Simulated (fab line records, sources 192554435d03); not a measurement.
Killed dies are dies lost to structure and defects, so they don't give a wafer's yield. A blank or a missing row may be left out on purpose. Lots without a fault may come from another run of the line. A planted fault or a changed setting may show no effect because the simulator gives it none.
Which tool did it? | flow n5_finfet | 10 lots, 30 wafers sampled, at 2 steps of a route of 1938

WHAT THE GAUGES READ, wafer by wafer
N5_BEOL_M6_OVL_MEAS_12. Usual: M6_OVL -0.1 nm, standard deviation 0.69.
lot  | measured     | on         | M6_OVL (nm)    | flag
L387 | day 10 13:50 | overlay-02 | 0.1 0.1 0.6    |
L389 | day 10 19:33 | overlay-02 | 0.2 -0.6 0.7   |
L392 | day 11 00:37 | overlay-02 | 0.5 1.1 0.8    |
L390 | day 11 10:56 | overlay-02 | -0.1 0.4 -0.2  |
L393 | day 12 05:51 | overlay-01 | -0.8 -0.5 0.0  |
L395 | day 13 08:54 | overlay-02 | 1.3 0.6 0.9    |
L400 | day 15 08:16 | overlay-01 | -1.1 -0.3 -1.7 |
L404 | day 15 15:34 | overlay-01 | 0.9 0.6 0.1    |
L401 | day 15 23:23 | overlay-01 | 0.2 -0.5 -0.6  |
L406 | day 16 19:17 | overlay-02 | -0.2 -0.4 0.0  |

WHICH TOOL RAN EACH LOT (tool, then ch and the chambers of the sampled wafers, then the start)
lot  | N5_BEOL_M6_CURE_74
L387 | uv_cure-02 ch 2, day 10 10:15
L389 | uv_cure-02 ch 0, day 10 15:11
L392 | uv_cure-01 ch 1, day 10 21:20
L390 | uv_cure-03 ch 2, day 11 07:59
L393 | uv_cure-02 ch 1, day 12 04:47
L395 | uv_cure-01 ch 1, day 13 07:01
L400 | uv_cure-03 ch 2, day 15 06:19
L404 | uv_cure-03 ch 0, day 15 11:51
L401 | uv_cure-01 ch 0, day 15 22:04
L406 | uv_cure-01 ch 0, day 16 17:08
- N5_BEOL_M6_CURE_74: cures SiCOH lowk, time 240 s.

WHAT THE TOOLS THEMSELVES READ (means of the sampled wafers that have a number; where no wafer has one, the mark that the record gives instead)
N5_BEOL_M6_CURE_74. Usual: lamp_power_pct 52.31 %, standard deviation 0.054; wafer_temp_C_max 387.5, standard deviation 0.64.
lot  | tool       | lamp_power_pct (%) | wafer_temp_C_max | flag
L387 | uv_cure-02 | 52.27              | 386.8            |
L389 | uv_cure-02 | 52.31              | 387.0            |
L392 | uv_cure-01 | 52.35              | 388.2            |
L390 | uv_cure-03 | 52.25              | 387.6            |
L393 | uv_cure-02 | 52.30              | 387.3            |
L395 | uv_cure-01 | 52.31              | 388.1            |
L400 | uv_cure-03 | 52.33              | 388.4            |
L404 | uv_cure-03 | 52.25              | 388.2            |
L401 | uv_cure-01 | 52.33              | 387.0            |
L406 | uv_cure-01 | 52.31              | 387.0            |

THE ANSWER, worked out from the rows above alone
Rule: a lot is off if the mean of its wafers that have a number lies more than 3 standard deviations from the usual mean. A lot without any number at a reading at which 4 lots or more have one is off too. The other lots that the step has rows for count as sound. The gauges are gone through in route order, then the tools' own readings, and for those a lot's mean is taken as printed above. The first step at which some lot is off is used, and at that step the reading that is off furthest; a lot without a number counts as furthest.
No lot is off at any reading shown: from this, nothing can be told.

WHAT THE SIMULATOR HAD PUT IN
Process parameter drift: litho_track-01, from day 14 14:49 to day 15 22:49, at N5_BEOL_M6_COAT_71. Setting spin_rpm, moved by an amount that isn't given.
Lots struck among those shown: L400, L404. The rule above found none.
